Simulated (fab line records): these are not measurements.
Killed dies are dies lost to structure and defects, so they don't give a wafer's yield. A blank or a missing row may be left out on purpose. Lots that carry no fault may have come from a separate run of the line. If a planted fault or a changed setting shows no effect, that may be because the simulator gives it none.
What tool caused it? + flow nand harc + Sampling: 24 lots, 72 wafers, 6 of 1159 route steps

== WHAT THE GAUGES SHOWED, per wafer ==
The record holds no reading of a measuring or inspecting step that can be judged against a usual standard deviation.

== WHICH TOOL RAN EACH LOT (tool, then ch and the chambers of the sampled wafers, then the start) ==
| lot  | NHARC_A_STAIRCASE_TRIM_233                    | NHARC_A_STAIRCASE_ETCH_253         | NHARC_A_STAIRCASE_DEP_259       | NHARC_A_STAIRCASE_DEP_301       | NHARC_A_STAIRCASE_ETCH_313         | NHARC_A_STAIRCASE_ETCH_315     |
|------|-----------------------------------------------|------------------------------------|---------------------------------|---------------------------------|------------------------------------|--------------------------------|
| L074 | rie diel-05 ch 1,2,3, day 11 03:17 or earlier | rie diel-05 ch 2,3, day 11 03:17   | pecvd-03 ch 0,1,2, day 11 06:02 | pecvd-03 ch 0,1,2, day 11 11:08 | rie diel-07 ch 0,2, day 11 12:14   | rie diel-07 ch 0,3, no start   |
| L076 | rie diel-04 ch 0,1,3, day 12 00:01 or earlier | rie diel-05 ch 0,2,3, day 12 00:01 | pecvd-02 ch 0,1,2, day 12 02:53 | pecvd-01 ch 0,1,2, day 12 08:02 | rie diel-05 ch 0,3, day 12 08:55   | rie diel-05 ch 2,3, no start   |
| L077 | rie diel-05 ch 1,2, day 12 00:18 or earlier   | rie diel-04 ch 2,3, day 12 00:18   | pecvd-01 ch 0,1, day 12 04:20   | pecvd-02 ch 1,2, day 12 13:20   | rie diel-07 ch 0,2,3, day 12 14:25 | rie diel-07 ch 1,2,3, no start |
| L075 | rie diel-04 ch 0,1,3, day 12 01:56 or earlier | rie diel-07 ch 1,2, day 12 01:56   | pecvd-03 ch 1,2, day 12 04:51   | pecvd-03 ch 1,2, day 12 12:02   | rie diel-07 ch 0,1,2, day 12 13:07 | rie diel-07 ch 0,1,2, no start |
| L078 | rie diel-04 ch 0,2,3, day 12 12:28 or earlier | rie diel-07 ch 1,2,3, day 12 12:28 | pecvd-02 ch 0,1,2, day 12 15:29 | pecvd-01 ch 0,2, day 12 20:38   | rie diel-05 ch 2,3, day 12 21:56   | rie diel-05 ch 0,1, no start   |
| L079 | rie diel-07 ch 0,1,3, day 12 14:57 or earlier | rie diel-05 ch 0,3, day 12 14:57   | pecvd-02 ch 1,2, day 12 17:46   | pecvd-02 ch 0,1,2, day 13 00:26 | rie diel-07 ch 0,2, day 13 01:32   | rie diel-07 ch 0,2,3, no start |
| L081 | rie diel-04 ch 0,1,2, day 13 01:47 or earlier | rie diel-05 ch 0,3, day 13 01:47   | pecvd-01 ch 0,1, day 13 04:44   | pecvd-02 ch 0,1,2, day 13 10:48 | rie diel-04 ch 0,2,3, day 13 11:43 | rie diel-04 ch 0,1,2, no start |
| L082 | rie diel-05 ch 1,2,3, day 13 05:31 or earlier | rie diel-05 ch 0,3, day 13 05:31   | pecvd-02 ch 1,2, day 13 08:19   | pecvd-02 ch 0,1, day 13 15:07   | rie diel-07 ch 0,2, day 13 16:11   | rie diel-07 ch 0,2, no start   |
| L080 | rie diel-05 ch 0,2,3, day 13 11:25 or earlier | rie diel-04 ch 2,3, day 13 11:25   | pecvd-02 ch 0,1, day 13 16:01   | pecvd-01 ch 1,2, day 13 21:11   | rie diel-04 ch 0,1,3, day 13 22:14 | rie diel-04 ch 0,1,3, no start |
| L083 | rie diel-05 ch 2,3, day 13 18:49 or earlier   | rie diel-04 ch 0,1, day 13 18:49   | pecvd-03 ch 0,1, day 13 21:37   | pecvd-01 ch 0,1,2, day 14 03:45 | rie diel-04 ch 0,3, day 14 05:14   | rie diel-04 ch 0,1,3, no start |
| L085 | rie diel-05 ch 0,1,2, day 13 21:38 or earlier | rie diel-04 ch 0,1,2, day 13 21:38 | pecvd-01 ch 1,2, day 14 01:03   | pecvd-01 ch 0,2, day 14 07:17   | rie diel-07 ch 1,2,3, day 14 08:20 | rie diel-07 ch 0,1,3, no start |
| L084 | rie diel-07 ch 0,2,3, day 13 23:46 or earlier | rie diel-04 ch 1,2, day 13 23:46   | pecvd-02 ch 0,1,2, day 14 03:37 | pecvd-03 ch 0,1,2, day 14 10:41 | rie diel-07 ch 1,2,3, day 14 11:41 | rie diel-07 ch 0,1,2, no start |
| L086 | rie diel-04 ch 1,2,3, day 14 14:35 or earlier | rie diel-04 ch 0,1,2, day 14 14:35 | pecvd-02 ch 1,2, day 14 17:23   | pecvd-03 ch 0,2, day 14 23:50   | rie diel-05 ch 0,1,3, day 15 00:53 | rie diel-05 ch 0,1,2, no start |
| L087 | rie diel-05 ch 0,2,3, day 14 15:14 or earlier | rie diel-04 ch 0,2, day 14 15:14   | pecvd-02 ch 0,1,2, day 14 18:04 | pecvd-01 ch 1,2, day 15 01:15   | rie diel-05 ch 1,2, day 15 02:18   | rie diel-05 ch 0,1, no start   |
| L089 | rie diel-04 ch 1,2, day 14 22:47 or earlier   | rie diel-04 ch 0,2,3, day 14 22:47 | pecvd-03 ch 0,2, day 15 02:42   | pecvd-03 ch 0,1,2, day 15 08:37 | rie diel-04 ch 2,3, day 15 09:32   | rie diel-04 ch 1,2, no start   |
| L088 | rie diel-07 ch 1,2,3, day 14 23:22 or earlier | rie diel-04 ch 1,2,3, day 14 23:22 | pecvd-01 ch 1,2, day 15 03:05   | pecvd-01 ch 0,1,2, day 15 08:43 | rie diel-07 ch 0,1,2, day 15 10:07 | rie diel-07 ch 0,2,3, no start |
| L091 | rie diel-07 ch 0,2,3, day 15 15:32 or earlier | rie diel-04 ch 0,1,3, day 15 15:32 | pecvd-03 ch 0,1, day 15 18:19   | pecvd-02 ch 0,1, day 16 04:16   | rie diel-04 ch 1,2,3, day 16 05:22 | rie diel-04 ch 1,2,3, no start |
| L090 | rie diel-04 ch 2,3, day 15 16:16 or earlier   | rie diel-07 ch 0,1,3, day 15 16:16 | pecvd-03 ch 1,2, day 15 19:04   | pecvd-02 ch 0,1, day 16 06:09   | rie diel-04 ch 2,3, day 16 07:10   | rie diel-04 ch 0,2,3, no start |
| L092 | rie diel-05 ch 1,2,3, day 15 21:47 or earlier | rie diel-05 ch 1,2,3, day 15 21:47 | pecvd-01 ch 1,2, day 16 03:49   | pecvd-01 ch 0,1,2, day 16 11:17 | rie diel-07 ch 1,2, day 16 12:13   | rie diel-07 ch 1,2,3, no start |
| L093 | rie diel-04 ch 0,1,3, day 15 21:56 or earlier | rie diel-04 ch 0,2,3, day 15 21:56 | pecvd-03 ch 0,1, day 16 05:41   | pecvd-03 ch 0,1, day 16 12:56   | rie diel-07 ch 2,3, day 16 14:05   | rie diel-07 ch 2,3, no start   |
| L094 | rie diel-04 ch 1,2,3, day 16 05:07 or earlier | rie diel-05 ch 1,2,3, day 16 05:07 | pecvd-02 ch 1,2, day 16 09:22   | pecvd-01 ch 0,1,2, day 16 17:02 | rie diel-05 ch 0,1,3, day 16 18:10 | rie diel-05 ch 0,1,3, no start |
| L095 | rie diel-04 ch 0,1,3, day 16 06:17 or earlier | rie diel-05 ch 0,1,3, day 16 06:17 | pecvd-02 ch 1,2, day 16 11:34   | pecvd-02 ch 0,1, day 16 18:52   | rie diel-04 ch 0,2,3, day 16 19:58 | rie diel-04 ch 0,1,2, no start |
| L097 | rie diel-05 ch 0,1, day 16 20:47 or earlier   | rie diel-05 ch 0,3, day 16 20:47   | pecvd-02 ch 0,1,2, day 17 00:15 | pecvd-01 ch 0,1,2, day 17 05:35 | rie diel-05 ch 0,2,3, day 17 06:42 | rie diel-05 ch 0,1, no start   |
| L096 | rie diel-07 ch 1,2,3, day 17 05:16 or earlier | rie diel-05 ch 0,2,3, day 17 05:16 | pecvd-02 ch 1,2, day 17 08:09   | pecvd-03 ch 0,2, day 17 13:51   | rie diel-07 ch 0,1,3, day 17 15:02 | rie diel-07 ch 0,2,3, no start |
- NHARC_A_STAIRCASE_TRIM_233: chemistry O2, time 211.2 s.
- NHARC_A_STAIRCASE_ETCH_253: etches the open film in C4F8/O2, target depth 50 nm, time 20.2 s.
- NHARC_A_STAIRCASE_DEP_259: deposits SiON, target thk 30 nm.
- NHARC_A_STAIRCASE_DEP_301: deposits SiON, target thk 30 nm.
- NHARC_A_STAIRCASE_ETCH_313: etches the open film in CF4/CHF3.
- NHARC_A_STAIRCASE_ETCH_315: etches the open film in C4F8/O2/Ar, target depth 2500 nm, time 607.1 s.

== WHAT THE TOOLS THEMSELVES READ (means of the sampled wafers that have a number; where no wafer has one, the mark that the record gives instead) ==
NHARC_A_STAIRCASE_TRIM_233.
| lot  | tool        | drypump motor current A (A) | oes product au (a.u.) | rf vpp V (V) | showerhead plenum p Torr (Torr) | throttle valve pct (%) |
|------|-------------|-----------------------------|-----------------------|--------------|---------------------------------|------------------------|
| L074 | rie diel-05 | 5.8                         | 1.012                 | 57.4         | 3.67                            | 17.040                 |
| L076 | rie diel-04 | 6.0                         | 1.000                 | 56.8         | 3.52                            | 17.041                 |
| L077 | rie diel-05 | 6.2                         | 1.005                 | 58.4         | 3.63                            | 17.032                 |
| L075 | rie diel-04 | 6.0                         | 0.993                 | 57.3         | 3.52                            | 17.037                 |
| L078 | rie diel-04 | 6.1                         | 0.999                 | 57.3         | 3.59                            | 17.034                 |
| L079 | rie diel-07 | 5.7                         | 1.004                 | 57.0         | 3.53                            | 17.041                 |
| L081 | rie diel-04 | 6.1                         | 0.996                 | 56.7         | 3.49                            | 17.037                 |
| L082 | rie diel-05 | 5.8                         | 1.010                 | 58.5         | 3.66                            | 17.051                 |
| L080 | rie diel-05 | 5.5                         | 1.003                 | 58.9         | 3.72                            | 17.038                 |
| L083 | rie diel-05 | 5.4                         | 1.014                 | 58.3         | 3.69                            | 17.036                 |
| L085 | rie diel-05 | 5.9                         | 1.005                 | 58.4         | 3.69                            | 17.035                 |
| L084 | rie diel-07 | 5.3                         | 0.995                 | 58.3         | 3.59                            | 17.035                 |
| L086 | rie diel-04 | 5.9                         | 1.005                 | 57.8         | 3.47                            | 17.031                 |
| L087 | rie diel-05 | 5.5                         | 1.005                 | 58.3         | 3.72                            | 17.038                 |
| L089 | rie diel-04 | 5.9                         | 0.999                 | 58.7         | 3.45                            | 17.035                 |
| L088 | rie diel-07 | 5.5                         | 1.003                 | 56.9         | 3.54                            | 17.041                 |
| L091 | rie diel-07 | 5.3                         | 0.996                 | 58.7         | 3.58                            | 17.041                 |
| L090 | rie diel-04 | 5.9                         | 0.998                 | 57.7         | 3.55                            | 17.032                 |
| L092 | rie diel-05 | 5.8                         | 1.008                 | 58.3         | 3.65                            | 17.042                 |
| L093 | rie diel-04 | 6.0                         | 1.015                 | 59.1         | 3.51                            | 17.033                 |
| L094 | rie diel-04 | 5.9                         | 1.004                 | 57.8         | 3.46                            | 17.033                 |
| L095 | rie diel-04 | 6.0                         | 1.009                 | 57.4         | 3.50                            | 17.042                 |
| L097 | rie diel-05 | 5.6                         | 1.002                 | 58.2         | 3.66                            | 17.041                 |
| L096 | rie diel-07 | 5.6                         | 1.009                 | 57.9         | 3.53                            | 17.036                 |

NHARC_A_STAIRCASE_ETCH_253.
| lot  | tool        | oes product au (a.u.) | rf vpp V (V) |
|------|-------------|-----------------------|--------------|
| L074 | rie diel-05 | 0.976                 | 904          |
| L076 | rie diel-05 | 0.970                 | 903          |
| L077 | rie diel-04 | 0.955                 | 896          |
| L075 | rie diel-07 | 0.944                 | 893          |
| L078 | rie diel-07 | 0.957                 | 896          |
| L079 | rie diel-05 | 0.985                 | 902          |
| L081 | rie diel-05 | 0.953                 | 903          |
| L082 | rie diel-05 | 0.971                 | 903          |
| L080 | rie diel-04 | 0.966                 | 897          |
| L083 | rie diel-04 | 0.980                 | 897          |
| L085 | rie diel-04 | 0.974                 | 894          |
| L084 | rie diel-04 | 0.964                 | 891          |
| L086 | rie diel-04 | 0.957                 | 895          |
| L087 | rie diel-04 | 0.937                 | 899          |
| L089 | rie diel-04 | 0.951                 | 899          |
| L088 | rie diel-04 | 0.963                 | 894          |
| L091 | rie diel-04 | 0.935                 | 895          |
| L090 | rie diel-07 | 0.962                 | 895          |
| L092 | rie diel-05 | 0.953                 | 900          |
| L093 | rie diel-04 | 0.943                 | 897          |
| L094 | rie diel-05 | 0.975                 | 901          |
| L095 | rie diel-05 | 0.963                 | 899          |
| L097 | rie diel-05 | 0.934                 | 901          |
| L096 | rie diel-05 | 0.933                 | 902          |

NHARC_A_STAIRCASE_DEP_259.
| lot  | tool     | heater power w (W) |
|------|----------|--------------------|
| L074 | pecvd-03 | 762                |
| L076 | pecvd-02 | 696                |
| L077 | pecvd-01 | 670                |
| L075 | pecvd-03 | 721                |
| L078 | pecvd-02 | 734                |
| L079 | pecvd-02 | 795                |
| L081 | pecvd-01 | 601                |
| L082 | pecvd-02 | 819                |
| L080 | pecvd-02 | 777                |
| L083 | pecvd-03 | 714                |
| L085 | pecvd-01 | 786                |
| L084 | pecvd-02 | 717                |
| L086 | pecvd-02 | 787                |
| L087 | pecvd-02 | 714                |
| L089 | pecvd-03 | 720                |
| L088 | pecvd-01 | 879                |
| L091 | pecvd-03 | 791                |
| L090 | pecvd-03 | 689                |
| L092 | pecvd-01 | 791                |
| L093 | pecvd-03 | 760                |
| L094 | pecvd-02 | 798                |
| L095 | pecvd-02 | 757                |
| L097 | pecvd-02 | 732                |
| L096 | pecvd-02 | 855                |

NHARC_A_STAIRCASE_DEP_301.
| lot  | tool     | heater power w (W) |
|------|----------|--------------------|
| L074 | pecvd-03 | 753                |
| L076 | pecvd-01 | 734                |
| L077 | pecvd-02 | 773                |
| L075 | pecvd-03 | 735                |
| L078 | pecvd-01 | 824                |
| L079 | pecvd-02 | 682                |
| L081 | pecvd-02 | 729                |
| L082 | pecvd-02 | 679                |
| L080 | pecvd-01 | 796                |
| L083 | pecvd-01 | 755                |
| L085 | pecvd-01 | 764                |
| L084 | pecvd-03 | 810                |
| L086 | pecvd-03 | 819                |
| L087 | pecvd-01 | 747                |
| L089 | pecvd-03 | 764                |
| L088 | pecvd-01 | 766                |
| L091 | pecvd-02 | 717                |
| L090 | pecvd-02 | 775                |
| L092 | pecvd-01 | 751                |
| L093 | pecvd-03 | 849                |
| L094 | pecvd-01 | 749                |
| L095 | pecvd-02 | 645                |
| L097 | pecvd-01 | 722                |
| L096 | pecvd-03 | 731                |

NHARC_A_STAIRCASE_ETCH_313.
| lot  | tool        | drypump motor current A (A) | oes product au (a.u.) | rf vpp V (V) | showerhead plenum p Torr (Torr) | throttle valve pct (%) |
|------|-------------|-----------------------------|-----------------------|--------------|---------------------------------|------------------------|
| L074 | rie diel-07 | 5.0                         | 0.926                 | 370.5        | 1.57                            | 16.805                 |
| L076 | rie diel-05 | 5.2                         | 0.929                 | 372.6        | 1.66                            | 16.802                 |
| L077 | rie diel-07 | 5.2                         | 0.980                 | 371.5        | 1.61                            | 16.796                 |
| L075 | rie diel-07 | 5.4                         | 0.973                 | 369.1        | 1.53                            | 16.805                 |
| L078 | rie diel-05 | 5.9                         | 0.934                 | 373.5        | 1.67                            | 16.794                 |
| L079 | rie diel-07 | 5.0                         | 0.925                 | 370.9        | 1.56                            | 16.806                 |
| L081 | rie diel-04 | 6.0                         | 0.957                 | 371.2        | 1.60                            | 16.794                 |
| L082 | rie diel-07 | 5.2                         | 0.962                 | 370.1        | 1.55                            | 16.800                 |
| L080 | rie diel-04 | 6.0                         | 0.966                 | 370.0        | 1.57                            | 16.807                 |
| L083 | rie diel-04 | 6.0                         | 0.931                 | 371.6        | 1.61                            | 16.799                 |
| L085 | rie diel-07 | 5.5                         | 0.925                 | 371.2        | 1.58                            | 16.796                 |
| L084 | rie diel-07 | 5.5                         | 0.931                 | 370.6        | 1.58                            | 16.808                 |
| L086 | rie diel-05 | 5.5                         | 0.924                 | 372.9        | 1.63                            | 16.799                 |
| L087 | rie diel-05 | 6.3                         | 0.980                 | 373.6        | 1.65                            | 16.806                 |
| L089 | rie diel-04 | 5.9                         | 0.922                 | 371.3        | 1.57                            | 16.796                 |
| L088 | rie diel-07 | 5.4                         | 0.927                 | 368.8        | 1.53                            | 16.798                 |
| L091 | rie diel-04 | 5.9                         | 0.927                 | 369.5        | 1.54                            | 16.800                 |
| L090 | rie diel-04 | 5.9                         | 0.970                 | 369.7        | 1.57                            | 16.803                 |
| L092 | rie diel-07 | 5.6                         | 0.931                 | 368.4        | 1.50                            | 16.803                 |
| L093 | rie diel-07 | 5.4                         | 0.928                 | 373.9        | 1.65                            | 16.804                 |
| L094 | rie diel-05 | 5.5                         | 0.924                 | 372.4        | 1.62                            | 16.796                 |
| L095 | rie diel-04 | 6.0                         | 0.926                 | 371.9        | 1.59                            | 16.794                 |
| L097 | rie diel-05 | 5.5                         | 0.949                 | 372.9        | 1.65                            | 16.800                 |
| L096 | rie diel-07 | 5.7                         | 0.960                 | 369.9        | 1.56                            | 16.808                 |

NHARC_A_STAIRCASE_ETCH_315.
| lot  | tool        | oes product au (a.u.) | rf vpp V (V) |
|------|-------------|-----------------------|--------------|
| L074 | rie diel-07 | 0.932                 | 1839         |
| L076 | rie diel-05 | 0.939                 | 1839         |
| L077 | rie diel-07 | 0.944                 | 1828         |
| L075 | rie diel-07 | 0.945                 | 1820         |
| L078 | rie diel-05 | 0.930                 | 1834         |
| L079 | rie diel-07 | 0.937                 | 1832         |
| L081 | rie diel-04 | 0.941                 | 1824         |
| L082 | rie diel-07 | 0.942                 | 1825         |
| L080 | rie diel-04 | 0.931                 | 1826         |
| L083 | rie diel-04 | 0.935                 | 1826         |
| L085 | rie diel-07 | 0.928                 | 1826         |
| L084 | rie diel-07 | 0.927                 | 1819         |
| L086 | rie diel-05 | 0.930                 | 1838         |
| L087 | rie diel-05 | 0.935                 | 1837         |
| L089 | rie diel-04 | 0.924                 | 1821         |
| L088 | rie diel-07 | 0.936                 | 1830         |
| L091 | rie diel-04 | 0.933                 | 1822         |
| L090 | rie diel-04 | 0.943                 | 1830         |
| L092 | rie diel-07 | 0.933                 | 1827         |
| L093 | rie diel-07 | 0.939                 | 1838         |
| L094 | rie diel-05 | 0.923                 | 1835         |
| L095 | rie diel-04 | 0.941                 | 1824         |
| L097 | rie diel-05 | 0.925                 | 1832         |
| L096 | rie diel-07 | 0.927                 | 1830         |

== THE ANSWER, worked out from the rows above alone ==
Rule: the usual values come from the lots themselves. The widest of any qualifying gaps counts: lots, ordered by their means at a reading, are off when they make up no more than a third of the lots, leave a main group of 4 or more, and stand apart from it by 3 or more times the standard deviation of that group's means. A main group is skipped when, at the precision printed for the reading in the tables above, its means are all equal. Also off: a lot with no number at a reading for which 4 or more lots have one. Any other lot the step has rows for is counted as sound. The gauges are gone through in route order, then the tools' own readings, and for those a lot's mean is taken as printed above. At the first step where some lot is off, the reading lying furthest off is the one used; lots without a number count as furthest.
No lot is off at any reading shown: from this, nothing can be told.

== WHAT THE SIMULATOR HAD INSERTED ==
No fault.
